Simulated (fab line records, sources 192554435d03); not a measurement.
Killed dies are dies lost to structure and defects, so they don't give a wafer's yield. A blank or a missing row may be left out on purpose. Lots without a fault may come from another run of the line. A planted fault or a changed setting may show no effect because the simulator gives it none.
Chamber matching | flow n5_finfet | N5_BEOL_M11_DESCUM_33 on rie_diel-04: 4 sister chambers
The step chemistry O2, time 7.9 s. 4 wafers are shown with their chamber, then 9 later ones without.

WAFERS WITH THEIR CHAMBER
wafer  | chamber | throttle_valve_pct (%)
L083.2 | 2       | 20.10
L083.5 | 1       | 20.48
L086.5 | 0       | 20.50
L086.6 | 3       | 20.69

WAFERS WITHOUT THEIR CHAMBER
wafer  | throttle_valve_pct (%)
L088.1 | 20.71
L088.2 | 20.13
L088.4 | 20.50
L092.4 | 20.14
L092.5 | 20.13
L092.6 | 20.52
L095.2 | 20.71
L095.4 | 20.13
L095.6 | 20.13

WHICH CHAMBER EACH WENT THROUGH
wafer  | from the rows above     | in truth
L088.1 | 3                       | 3
L088.2 | 2                       | 2
L088.4 | can't be placed: 0 or 1 | 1
L092.4 | 2                       | 2
L092.5 | 2                       | 2
L092.6 | can't be placed: 0 or 1 | 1
L095.2 | 3                       | 3
L095.4 | 2                       | 2
L095.6 | 2                       | 2
Placed correctly: 7 of 9. Can't be placed from these rows: 2 (the true chamber is among the candidates in 2). Placed wrongly: 0.
How it was worked out, from the rows above alone: a wafer's distance from a chamber is the root of the sum, over the readings, of the square of ((its reading less the chamber's mean) divided by the reading's scatter). The wafer belongs to the nearest chamber; if the next one is less than 2 further off, it can't be placed. A chamber's mean is the mean of its shown wafers. The scatter: with one shown wafer a chamber, the root of the mean of the squares of how far each hidden wafer lies from its nearest shown one.
